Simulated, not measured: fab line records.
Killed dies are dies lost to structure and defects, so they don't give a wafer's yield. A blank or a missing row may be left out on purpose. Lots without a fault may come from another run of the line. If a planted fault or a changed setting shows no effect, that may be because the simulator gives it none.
Which tool is to blame? -- flow n5-finfet -- 33 wafers from 11 lots sampled at 3 of the route's 1938 steps

== WHAT THE GAUGES READ, wafer by wafer ==
N5_MIM_TOP_LITHO_OVL_MEAS_11.
lot,measured,on,MIM_TOP_OVL (nm)
L548,day 11 13:55,overlay-02,-9 -2 -11
L550,day 12 12:03,overlay-01,1 -9 3
L553,day 13 10:43,overlay-01,-4 -4 -4
L555,day 13 16:49,overlay-02,-10 -2 -6
L556,day 13 23:17,overlay-01,10 7 3
L560,day 15 06:41,overlay-01,2 -2 -4
L564,day 15 20:28,overlay-02,-3 9 -1
L563,day 16 08:58,overlay-02,2 1 -4
L566,day 16 13:03,overlay-01,1 2 -5
L568,day 17 02:59,overlay-02,-8 -12 -4
L570,day 17 18:25,overlay-01,5 -1 -2

== WHICH TOOL RAN EACH LOT (tool, then ch and the chambers of the sampled wafers, then the start) ==
lot,N5_BEOL_M15_SPUTTER_44,N5_PASSIVATION_PECVD_00
L548,"pvd-sputter-01, day 11 08:03","pecvd-01 ch 0,2, day 11 10:14"
L550,"pvd-sputter-03, day 12 07:14","pecvd-03 ch 0,1, day 12 09:25"
L553,"pvd-sputter-01, day 13 04:47","pecvd-03 ch 0,1,2, day 13 06:58"
L555,"pvd-sputter-03, day 13 10:01","pecvd-04 ch 0,1,2, day 13 12:59"
L556,"pvd-sputter-01, day 13 16:56","pecvd-03 ch 1,2, day 13 19:38"
L560,"pvd-sputter-03, day 15 01:45","pecvd-03 ch 0,1,2, day 15 03:57"
L564,"pvd-sputter-03, day 15 14:17","pecvd-04 ch 0,2, day 15 17:04"
L563,"pvd-sputter-01, day 16 04:19","pecvd-04 ch 0,2, day 16 06:30"
L566,"pvd-sputter-03, day 16 09:13","pecvd-03 ch 0,1, day 16 11:25"
L568,"pvd-sputter-03, day 16 20:28","pecvd-04 ch 0,1, day 16 22:55"
L570,"pvd-sputter-02, day 17 13:58","pecvd-01 ch 0,1,2, day 17 16:12"
- N5_BEOL_M15_SPUTTER_44: material Ta, target thk 15 nm, time 24.19 s.
- N5_PASSIVATION_PECVD_00: deposits SiO2 from SiH4/N2O, target thk 200 nm, time 11.2 s.

== THE ANSWER, worked out from the rows above alone ==
Rule: usual is defined by the lots themselves. The widest of any qualifying gaps counts: lots, ordered by their means at a reading, are off when they make up no more than a third of the lots, leave a main group of 4 or more, and stand apart from it by 3 or more times the standard deviation of that group's means. The tables above print the reading to a certain number of digits; a main group whose means all agree to those digits is not used. Also off: a lot with no number at a reading for which 4 or more lots have one. Where the step has rows for the other lots, those lots are counted as sound.
No lot is off at any reading shown: from this, nothing can be told.

== WHAT THE SIMULATOR HAD PUT IN ==
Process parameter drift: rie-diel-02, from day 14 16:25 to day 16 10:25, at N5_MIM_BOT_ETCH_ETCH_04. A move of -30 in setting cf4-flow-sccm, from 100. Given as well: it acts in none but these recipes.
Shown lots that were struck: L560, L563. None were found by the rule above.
